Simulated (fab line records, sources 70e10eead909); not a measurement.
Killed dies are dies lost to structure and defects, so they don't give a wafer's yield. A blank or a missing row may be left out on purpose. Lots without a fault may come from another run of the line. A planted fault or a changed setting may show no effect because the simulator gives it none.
Chamber matching | flow nand_harc | NHARC_A_STAIRCASE_TRIM_220 on rie_diel-11: 4 sister chambers
The step chemistry O2, time 211.2 s. 16 wafers are shown with their chamber, then 8 later ones without.

WAFERS WITH THEIR CHAMBER
wafer  | chamber | drypump_motor_current_A (A) | showerhead_plenum_p_Torr (Torr) | rf_vpp_V (V)
L078.3 | 2       | 4.8                         | 3.70                            | 58.4
L078.5 | 1       | 6.4                         | 3.36                            | 56.2
L078.6 | 2       | 4.8                         | 3.70                            | 58.6
L081.4 | 3       | 5.9                         | 3.75                            | 59.6
L081.5 | 2       | 4.8                         | 3.69                            | 58.0
L081.6 | 3       | 5.9                         | 3.75                            | 58.2
L080.1 | 0       | 5.0                         | 3.30                            | 57.8
L080.5 | 1       | 6.4                         | 3.36                            | 57.3
L080.6 | 2       | 4.8                         | 3.69                            | 57.4
L086.1 | 3       | 5.9                         | 3.74                            | 59.3
L086.3 | 0       | 5.1                         | 3.29                            | 57.3
L086.5 | 2       | 4.8                         | 3.68                            | 59.0
L090.1 | 1       | 6.4                         | 3.35                            | 57.6
L090.2 | 3       | 5.9                         | 3.74                            | 57.8
L090.3 | 0       | 5.1                         | 3.29                            | 57.1
L093.2 | 1       | 6.4                         | 3.34                            | 57.7

SIGNATURES (means of the wafers above)
reading                  | chamber 0 | chamber 1 | chamber 2 | chamber 3 | scatter within a chamber
drypump_motor_current_A  | 5.067     | 6.400     | 4.800     | 5.900     | 0.0236
showerhead_plenum_p_Torr | 3.2933    | 3.3525    | 3.6920    | 3.7450    | 0.00775
rf_vpp_V                 | 57.400    | 57.200    | 58.280    | 58.725    | 0.671
Rule: a wafer's distance from a chamber is the root of the sum, over the readings, of the square of ((its reading less the chamber's mean) divided by the reading's scatter). The wafer belongs to the nearest chamber; if the next one is less than 2 further off, it can't be placed. The scatter: the root of (the sum of the squares of (reading less its chamber's mean) over the shown wafers, divided by (wafers less chambers)).

WAFERS WITHOUT THEIR CHAMBER
wafer  | drypump_motor_current_A (A) | showerhead_plenum_p_Torr (Torr) | rf_vpp_V (V)
L093.3 | 6.0                         | 3.74                            | 58.4
L093.6 | 6.4                         | 3.35                            | 57.9
L092.1 | 4.8                         | 3.68                            | 56.3
L092.2 | 6.4                         | 3.34                            | 57.3
L092.6 | 4.9                         | 3.68                            | 58.8
L095.2 | 5.0                         | 3.81                            | 59.6
L095.3 | 5.9                         | 3.73                            | 60.3
L095.4 | 6.4                         | 3.34                            | 57.0

WHICH CHAMBER EACH WENT THROUGH
wafer  | from the rows above | in truth
L093.3 | 3                   | 3
L093.6 | 1                   | 1
L092.1 | 2                   | 2
L092.2 | 1                   | 1
L092.6 | 2                   | 2
L095.2 | 2                   | 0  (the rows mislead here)
L095.3 | 3                   | 3
L095.4 | 1                   | 1
Placed correctly: 7 of 8. Can't be placed from these rows: 0. Placed wrongly: 1.
